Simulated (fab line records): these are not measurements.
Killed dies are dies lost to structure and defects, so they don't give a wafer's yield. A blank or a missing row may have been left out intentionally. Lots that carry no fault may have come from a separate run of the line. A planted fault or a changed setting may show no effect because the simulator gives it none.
Which tool was responsible? :: flow n5Finfet :: 12 lots, 33 wafers sampled, at 2 steps of a route of 1938

== WHAT EACH GAUGE READ, for each wafer ==
N5_BEOL_M10_CD_MEAS_18: pitch 140 nm, target cd 70 nm.
lot: L904
measured: day 14 08:34
on: cdSem-01
cdNm (nm): 71.3 72.3 70.6

lot: L902
measured: day 14 15:36
on: cdSem-02
cdNm (nm): 71.0 72.0 72.0

lot: L903
measured: day 14 16:17
on: cdSem-03
cdNm (nm): 67.8 69.8 69.1

lot: L905
measured: day 14 22:52
on: cdSem-03
cdNm (nm): 70.2 69.3

lot: L907
measured: day 15 00:09
on: cdSem-03
cdNm (nm): 70.2 69.9 70.4

lot: L911
measured: day 15 19:40
on: cdSem-02
cdNm (nm): 69.5 69.1 70.1

lot: L912
measured: day 16 15:56
on: cdSem-02
cdNm (nm): 68.4 68.4 69.1

lot: L914
measured: day 16 16:22
on: cdSem-01
cdNm (nm): 67.9 68.2 69.5

lot: L919
measured: day 17 11:25
on: cdSem-03
cdNm (nm): 69.6 70.5

lot: L921
measured: day 18 17:20
on: cdSem-03
cdNm (nm): 71.5 71.9

lot: L923
measured: day 19 07:16
on: cdSem-01
cdNm (nm): 70.6 70.4 71.0

lot: L924
measured: day 19 09:05
on: cdSem-03
cdNm (nm): 69.3 68.5 69.0

N5_BEOL_M10_OVL_MEAS_29.
lot: L904
measured: day 14 09:26
on: overlay-01
V9_OVL (nm): -0.1 -0.8 -0.8

lot: L902
measured: day 14 16:05
on: overlay-02
V9_OVL (nm): -0.9 -1.1 -0.7

lot: L903
measured: day 14 17:50
on: overlay-02
V9_OVL (nm): -0.2 -0.2 -0.9

lot: L905
measured: day 15 00:16
on: overlay-02
V9_OVL (nm): -0.4 -1.2

lot: L907
measured: day 15 00:29
on: overlay-02
V9_OVL (nm): -0.8 -0.6 -1.0

lot: L911
measured: day 15 22:07
on: overlay-01
V9_OVL (nm): -0.7 -0.7 0.1

lot: L912
measured: day 16 17:16
on: overlay-02
V9_OVL (nm): -0.1 -0.8 0.3

lot: L914
measured: day 16 17:26
on: overlay-01
V9_OVL (nm): -0.7 -0.2 -0.7

lot: L919
measured: day 17 12:39
on: overlay-01
V9_OVL (nm): 0.0 0.6

lot: L921
measured: day 18 18:56
on: overlay-02
V9_OVL (nm): 0.1 -1.1

lot: L923
measured: day 19 07:34
on: overlay-01
V9_OVL (nm): -0.2 0.0 -1.1

lot: L924
measured: day 19 10:59
on: overlay-02
V9_OVL (nm): -0.5 -0.5 -0.2

== EACH LOT AND THE TOOL THAT RAN IT (in order: tool; ch and the chambers of the sampled wafers; start) ==
No process step before these readings appears in the record.

== WHAT THE TOOLS THEMSELVES READ (means of the sampled wafers that have a number; where no wafer has one, the mark that the record gives instead) ==
The record holds no such reading with a usual standard deviation.

== THE ANSWER, worked out from the rows above alone ==
Rule: usual is defined by the lots themselves. The widest of any qualifying gaps counts: lots, ordered by their means at a reading, are off when they make up no more than a third of the lots, leave a main group of 4 or more, and stand apart from it by 3 or more times the standard deviation of that group's means. The tables above print the reading to a certain number of digits; a main group whose means all agree to those digits is not used. A lot without any number at a reading at which 4 lots or more have one is off too. The other lots that the step has rows for count as sound. After the gauges, taken in route order, come the tools' own readings; for these a lot's mean is taken, as printed above. At the first step where some lot is off, the reading lying furthest off is the one used; lots without a number count as furthest.
Nothing can be told from this: no lot is off at any reading shown.

== WHAT THE SIMULATOR HAD INSERTED ==
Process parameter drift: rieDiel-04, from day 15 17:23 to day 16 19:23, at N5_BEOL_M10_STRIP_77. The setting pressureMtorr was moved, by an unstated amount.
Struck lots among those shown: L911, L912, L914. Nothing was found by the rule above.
